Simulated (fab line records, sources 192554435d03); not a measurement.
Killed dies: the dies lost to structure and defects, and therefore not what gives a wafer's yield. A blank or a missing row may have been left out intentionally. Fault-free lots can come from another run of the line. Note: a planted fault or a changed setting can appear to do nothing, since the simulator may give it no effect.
fab line records    flow n5Finfet    part 2 of 2: steps 10 to 10 of 10
[record] lots = 6  wafers = 18  lastDay = 15
route steps=1938 shown BEOL_M4@1111 BEOL_M10@1490 BEOL_M15@1830 PASSIVATION@1936
lots that met no fault: taken from a fault-free run of the same line
startH: hours from the record's opening day to when the first of the lot's shown wafers began    waitH: hours from the lot's prior step to this one    " unchanged from the row above    L1.1+2: several wafers, shown together as one row    - no value, or no start given    * or withheld: withheld    < > ~ a bound
route shown NAME@n: a module of which the file shows steps, and the number in the route of the first    usual: mean/standard deviation taken from wafers without a fault    same: alike in all rows    chamber/n: place in a boat    sites: readings site by site    _std_site: the values' standard deviation    _edge_site: the outer-site mean with the inner-site mean subtracted    radiusMm: for every site, how far away it sits from the centre of the wafer    mask NAME#n: copy n    behind: the tool/chamber that last shaped the wafer    hold: reason for holding the lot/hours on hold/outcome of the hold    device: the transistor (n, p or np) that didn't switch    end of line: the same wafers' tests at the end of the route    where a step has no rows: the recipe by itself    killed: dies that structure and defects cost at the first sort, which is not the same as the wafer's yield    map: a wafer's dies, marking killed ones x, the rest . and places with no die _
set.NAME: the setting that was run; set.NAME@STEP: the one run at that earlier step    model.NAME: the simulator's own value behind a step, which no gauge read
a sample of lots followed through the steps of the route, with each step as a table and each wafer as a row
services: when a tool's chamber went out of use (startH, in hours from the record's first day, below 0 if earlier), for how many hours, and the reason
[[steps]]
[step N5_PASSIVATION_PROBE_49]
[usual] defectLimitedYield = 90.5/1.7  killed_at_M0_to_M3 = 37/12  killed_at_M4_up = 14/5.2  killedAtContacts = 12/5.9  killedAtFrontEnd = 45/14  killedAtOther = 3.5/2.8  killedDies = 112/21  killedOpen = 73/15  killedShort = 36/8.9  sort_bin_5_function = 5.6/1.2  sort_bin_6_memory = 3.5/0.68  sort_bin_8_speed = 0.01/0.1  sortNPass = 1068/21
[same] grossDies = 1180  killedAtBackSide = 0  sort_bin_4_leakage[%] = 0
lot.wafer  tool       chamber  startH  waitH  defectLimitedYield[%]  killed_at_M0_to_M3  killed_at_M4_up  killedAtContacts  killedAtFrontEnd  killedAtOther  killedDies  killedOpen  killedShort  sort_bin_5_function[%]  sort_bin_6_memory[%]  sort_bin_8_speed[%]  sortNPass
L563.1     prober-01  -        294.41  0.0    88.6                   46                  10               20                49                9              134         92          36           6.6                     4.1                   0                    1046
L563.3     prober-01  -        294.51  0.1    88.5                   43                  6                26                60                1              136         88          44           7.3                     4.0                   0                    1044
L563.5     prober-01  -        294.61  0.2    89.2                   52                  11               21                41                3              128         93          35           6.4                     4.0                   0                    1052
L564.3     prober-02  -        301.02  0.1    91.2                   26                  22               7                 48                1              104         55          46           5.2                     3.2                   0                    1076
L564.4     prober-02  -        301.07  0.2    91.2                   32                  22               3                 46                1              104         58          43           4.3                     4.2                   0                    1076
L564.6     prober-02  -        301.17  0.3    93.1                   25                  18               4                 30                4              81          50          30           3.8                     2.7                   0                    1099
L566.1     prober-01  -        307.87  0.0    92.2                   23                  9                12                42                6              92          58          31           4.3                     2.8                   0                    1088
L566.3     prober-01  -        307.97  0.1    91.9                   34                  14               15                32                0              95          55          37           5.3                     2.4                   0                    1085
L566.5     prober-01  -        308.07  0.2    90.4                   38                  18               17                34                6              113         78          28           5.3                     3.8                   0                    1067
L565.1     prober-01  -        308.17  0.1    92.2                   25                  14               17                31                5              92          61          29           5.7                     2.0                   0                    1088
L565.3     prober-01  -        308.27  0.2    91.7                   26                  5                11                53                3              98          64          33           4.2                     3.6                   0                    1082
L565.6     prober-01  -        308.42  0.3    91.3                   29                  16               13                43                2              103         63          39           5.7                     2.8                   0                    1077
L572.2     prober-01  -        342.66  0.1    91.8                   25                  15               11                41                5              97          53          32           4.2                     2.8                   0.25                 1083
L572.4     prober-01  -        342.76  0.2    93.0                   22                  11               3                 46                1              83          55          26           4.3                     2.5                   0                    1097
L572.5     prober-01  -        342.81  0.2    92.8                   27                  12               7                 38                1              85          50          30           4.2                     2.5                   0.17                 1095
L574.3     prober-02  -        361.18  0.1    88.6                   27                  19               10                75                4              135         84          38           6.9                     3.8                   0.59                 1045
L574.5     prober-02  -        361.28  0.2    88.9                   41                  25               12                49                4              131         92          31           6.3                     4.0                   0.59                 1049
L574.6     prober-02  -        361.33  0.3    91.8                   17                  11               11                57                1              97          54          37           5.1                     2.5                   0.25                 1083
// killed by level:class
L563.1 MOL_CONTACT_COAG:geometricParticle:open=16 BEOL_M3:geometricParticle:open=14 STI_FIN_REVEAL:geometricParticle:open=9 BEOL_M0_SAQP:geometricParticle:open=9 ILD0:geometricParticle:open=8 BEOL_M2:geometricParticle:open=8 FIN_SAQP:geometricParticle:open=7 BEOL_M0_SAQP:geometricParticle:short=6
L563.3 MOL_CONTACT_COAG:geometricParticle:open=19 BEOL_M0_SAQP:geometricParticle:short=18 FIN_SAQP:geometricParticle:open=16 STI_FIN_REVEAL:geometricParticle:open=11 BEOL_M0_SAQP:geometricParticle:open=11 DUMMY_GATE:geometricParticle:open=7 MOL_CONTACT_COAG:geometricParticle:short=7 BEOL_M2:geometricParticle:open=5
L563.5 MOL_CONTACT_COAG:geometricParticle:open=19 BEOL_M3:geometricParticle:open=14 STI_FIN_REVEAL:geometricParticle:open=11 BEOL_M2:geometricParticle:open=10 BEOL_M0_SAQP:geometricParticle:short=9 BEOL_M0_SAQP:geometricParticle:open=8 DUMMY_GATE:geometricParticle:open=6 FIN_SAQP:geometricParticle:open=5
L564.3 BEOL_M0_SAQP:geometricParticle:short=8 FIN_SAQP:geometricParticle:short=7 STI_FIN_REVEAL:geometricParticle:open=7 GATE_CUT:geometricParticle:short=7 FIN_SAQP:geometricParticle:open=6 STI_FIN_REVEAL:geometricParticle:short=5 DUMMY_GATE:geometricParticle:open=5 BEOL_M4:geometricParticle:open=5
L564.4 FIN_SAQP:geometricParticle:short=10 BEOL_M3:geometricParticle:open=9 STI_FIN_REVEAL:geometricParticle:open=8 BEOL_M1:geometricParticle:open=6 FIN_SAQP:geometricParticle:open=5 GATE_CUT:geometricParticle:short=5 GATE_CUT:geometricParticle:open=4 BEOL_M0_SAQP:geometricParticle:short=4
L564.6 BEOL_M2:geometricParticle:open=13 BEOL_M4:geometricParticle:open=8 FIN_SAQP:geometricParticle:short=5 FIN_SAQP:geometricParticle:open=4 ILD0:geometricParticle:short=4 GATE_CUT:geometricParticle:short=4 BEOL_M3:geometricParticle:short=4 STARTING-WAFER:geometricParticle:open=4
L566.1 MOL_CONTACT_COAG:geometricParticle:open=11 DUMMY_GATE:geometricParticle:open=7 FIN_SAQP:geometricParticle:open=5 STI_FIN_REVEAL:geometricParticle:open=5 GATE_CUT:geometricParticle:open=5 GATE_CUT:geometricParticle:short=5 BEOL_M0_SAQP:geometricParticle:open=5 FIN_SAQP:geometricParticle:short=4
L566.3 MOL_CONTACT_COAG:geometricParticle:open=11 BEOL_M0_SAQP:geometricParticle:short=9 BEOL_M0_SAQP:geometricParticle:open=7 BEOL_M4:geometricParticle:open=7 ILD0:geometricParticle:short=6 FIN_SAQP:geometricParticle:short=5 STI_FIN_REVEAL:geometricParticle:open=5 BEOL_M1:geometricParticle:open=5
L566.5 MOL_CONTACT_COAG:geometricParticle:open=15 BEOL_M0_SAQP:geometricParticle:open=10 BEOL_M2:geometricParticle:open=7 STI_FIN_REVEAL:geometricParticle:open=6 DUMMY_GATE:geometricParticle:open=6 BEOL_M0_SAQP:geometricParticle:short=6 BEOL_M3:geometricParticle:open=5 PAD_METAL:geometricParticle:open=5
L565.1 MOL_CONTACT_COAG:geometricParticle:open=15 FIN_SAQP:geometricParticle:open=9 FIN_SAQP:geometricParticle:short=8 BEOL_M0_SAQP:geometricParticle:open=6 STI_FIN_REVEAL:geometricParticle:open=6 BEOL_M0_SAQP:geometricParticle:short=6 BEOL_M3:geometricParticle:open=6 BEOL_M4:geometricParticle:open=6
L565.3 FIN_SAQP:geometricParticle:short=9 FIN_SAQP:geometricParticle:open=9 MOL_CONTACT_COAG:geometricParticle:open=9 GATE_CUT:geometricParticle:short=8 BEOL_M1:geometricParticle:open=8 STI_FIN_REVEAL:geometricParticle:open=6 GATE_CUT:geometricParticle:open=5 BEOL_M0_SAQP:geometricParticle:open=5
L565.6 STI_FIN_REVEAL:geometricParticle:open=14 MOL_CONTACT_COAG:geometricParticle:open=9 BEOL_M3:geometricParticle:open=8 BEOL_M0_SAQP:geometricParticle:short=7 FIN_SAQP:geometricParticle:short=6 FIN_SAQP:geometricParticle:open=5 BEOL_M2:geometricParticle:open=5 BEOL_M4:geometricParticle:short=5
L572.2 MOL_CONTACT_COAG:geometricParticle:open=10 HKMG_FIN:areaEtch=8 FIN_SAQP:geometricParticle:short=6 GATE_CUT:geometricParticle:short=6 FIN_SAQP:geometricParticle:open=5 BEOL_M0_SAQP:geometricParticle:open=5 BEOL_M4:geometricParticle:open=5 BEOL_M1:geometricParticle:open=5
L572.4 FIN_SAQP:geometricParticle:open=16 FIN_SAQP:geometricParticle:short=8 STI_FIN_REVEAL:geometricParticle:open=5 GATE_CUT:geometricParticle:short=5 BEOL_M0_SAQP:geometricParticle:open=5 BEOL_M4:geometricParticle:open=5 BEOL_M2:geometricParticle:open=4 DUMMY_GATE:geometricParticle:open=3
L572.5 STI_FIN_REVEAL:geometricParticle:open=7 GATE_CUT:geometricParticle:short=6 BEOL_M2:geometricParticle:open=6 BEOL_M3:geometricParticle:open=6 FIN_SAQP:geometricParticle:short=5 MOL_CONTACT_COAG:geometricParticle:short=5 BEOL_M0:geometricParticle:open=5 FIN_SAQP:geometricParticle:open=4
L574.3 STI_FIN_REVEAL:geometricParticle:open=23 GATE_CUT:geometricParticle:short=11 FIN_SAQP:geometricParticle:open=9 BEOL_M2:geometricParticle:open=9 MOL_CONTACT_COAG:geometricParticle:open=8 BEOL_M0_SAQP:geometricParticle:open=7 BEOL_M10:areaEcd=7 FIN_SAQP:geometricParticle:short=6
L574.5 BEOL_M2:geometricParticle:open=20 MOL_CONTACT_COAG:geometricParticle:open=11 BEOL_M0_SAQP:geometricParticle:open=10 FIN_SAQP:geometricParticle:open=9 FIN_SAQP:geometricParticle:short=9 BEOL_M4:geometricParticle:open=9 BEOL_M10:areaEcd=7 STI_FIN_REVEAL:geometricParticle:open=5
L574.6 STI_FIN_REVEAL:geometricParticle:open=11 MOL_CONTACT_COAG:geometricParticle:open=10 FIN_SAQP:geometricParticle:short=8 GATE_CUT:geometricParticle:short=7 FIN_SAQP:geometricParticle:open=6 GATE_CUT:geometricParticle:open=6 STARTING-WAFER:geometricParticle:open=5 BEOL_M0_SAQP:geometricParticle:short=5
[[services]]
tool        chamber  startH  hours  kind
rieDiel-03  -        253.52  0.4    repair
rieDiel-05  0        265.47  8.7    repair
rieDiel-03  1        276.68  -      clean
rieDiel-03  1        276.68  -      consumableReplace:focusRing
rieDiel-03  1        276.68  -      consumableReplace:showerhead
rieDiel-03  1        276.68  18.7   scheduledDown
rieDiel-03  1        276.68  18.7   ventCycle
rieDiel-05  2        279.25  2.4    repair
rieDiel-05  0        287.52  1.8    repair
rieDiel-01  3        288.67  23.6   repair
rieDiel-05  1        290.79  6.3    repair
rieDiel-03  0        293.22  10.1   repair
[[key]]
[firstSign] step = N5_BEOL_M10_TRENCH_ETCH_37  reading = timeS  direction = down  sigmas = 99+  usual = *  struck = *
[effect] step = N5_BEOL_M10_TRENCH_ETCH_37  reading = runLengthS  direction = down  sigmas = 25  usual = *  struck = *
[effect] step = N5_BEOL_M10_OCD_MEAS_38  reading = trenchDepthNm  direction = down  sigmas = 13  usual = 151  struck = 107
[effect] step = N5_BEOL_M10_THK_MEAS_53  reading = M10_THK  direction = down  sigmas = 12  usual = 141  struck = 97
[effect] step = N5_BEOL_M10_RS_MEAS_57  reading = M10_RS  direction = up  sigmas = 19  usual = 0.149  struck = 0.230
[effect] step = N5_BEOL_M15_RC_MEAS_101  reading = SERP_M10  direction = up  sigmas = 15  usual = 3.03  struck = 4.63
[effect] step = N5_PASSIVATION_PROBE_49  reading = sort_bin_8_speed  direction = up  sigmas = 3  usual = 0.01  struck = 0.31  wafersMoved = 4
metAt N5_BEOL_M10_TRENCH_ETCH_37
struckLots L572,L574
notActingAt N5_BEOL_M10_STRIP_67,N5_BEOL_M10_DESCUM_33,N5_BEOL_M10_STRIP_36
onsetBetween 253.99 292.79
[fault] kind = recipeVersionSkew  tool = rieDiel-01,rieDiel-03,rieDiel-05  chamber = -  onsetH = 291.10  steps = N5_BEOL_M10_TRENCH_ETCH_37  wrongRecipe.timeS = *
